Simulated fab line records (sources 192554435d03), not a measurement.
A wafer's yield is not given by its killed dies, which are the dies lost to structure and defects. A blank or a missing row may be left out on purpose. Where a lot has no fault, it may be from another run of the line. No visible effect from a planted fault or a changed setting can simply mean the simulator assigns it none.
Matching of chambers    flow n5-finfet    N5_MOL_CONTACT_COAG_ETCHBACK_134 on rie-diel-05 has 4 sister chambers
The step etches SiO2 in CHF3, target depth 10 nm, time 6.7 s. 20 wafers are shown with their chamber, then 10 later ones without.

WAFERS PAIRED WITH THEIR CHAMBERS
wafer   chamber  showerhead-plenum-p-Torr (Torr)  rf-vpp-V (V)  throttle-valve-pct (%)
L075.1  2        2.40                             520           18.1
L075.3  3        2.44                             541           18.9
L075.5  3        2.44                             541           18.9
L078.1  2        2.39                             521           18.1
L078.3  0        2.28                             528           19.0
L078.6  1        2.24                             525           19.1
L083.2  2        2.39                             521           18.2
L083.4  3        2.43                             542           18.5
L083.5  3        2.43                             541           18.5
L084.2  1        2.24                             524           19.1
L084.3  2        2.39                             520           18.2
L084.5  3        2.43                             542           18.5
L085.3  1        2.24                             526           19.1
L085.4  3        2.43                             542           18.5
L085.6  2        2.39                             519           18.2
L086.1  0        2.27                             529           19.0
L086.3  2        2.39                             520           18.2
L086.4  2        2.39                             520           18.2
L089.4  2        2.38                             520           18.2
L089.5  0        2.27                             527           19.1

SIGNATURES, as means of the wafers listed above
reading                   chamber 0  chamber 1  chamber 2  chamber 3  scatter within a chamber
showerhead-plenum-p-Torr  2.2733     2.2400     2.3900     2.4333     0.005
rf-vpp-V                  528.00     525.00     520.12     541.50     0.723
throttle-valve-pct        19.033     19.100     18.175     18.633     0.121
Rule: a wafer's distance from a chamber is the root of the sum, over the readings, of the square of ((its reading less the chamber's mean) divided by the reading's scatter). The wafer belongs to the nearest chamber; if the next one is less than 2 further off, it can't be placed. The scatter is the square root of a quotient: the sum, over the shown wafers, of each reading's squared deviation from its chamber's mean, divided by wafers minus chambers.

WAFERS WITH NO CHAMBER GIVEN
wafer   showerhead-plenum-p-Torr (Torr)  rf-vpp-V (V)  throttle-valve-pct (%)
L089.6  2.52                             535           18.7
L093.2  2.42                             541           18.5
L093.4  2.52                             535           18.7
L093.5  2.55                             536           18.7
L095.1  2.42                             541           18.6
L095.3  2.52                             536           18.7
L095.4  2.38                             519           18.2
L096.1  2.42                             541           18.6
L096.3  2.38                             519           18.2
L096.4  2.52                             535           18.7

CHAMBER TAKEN BY EACH
wafer    from the rows above   in truth
L089.6   3                     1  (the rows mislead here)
L093.2   3                     3
L093.4   3                     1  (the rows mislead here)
L093.5   3                     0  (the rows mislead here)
L095.1   3                     3
L095.3   3                     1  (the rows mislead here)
L095.4   2                     2
L096.1   3                     3
L096.3   2                     2
L096.4   3                     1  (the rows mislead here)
Correct placement for 5 of the 10. Number that these rows cannot place: 0. Placed wrongly: 5.
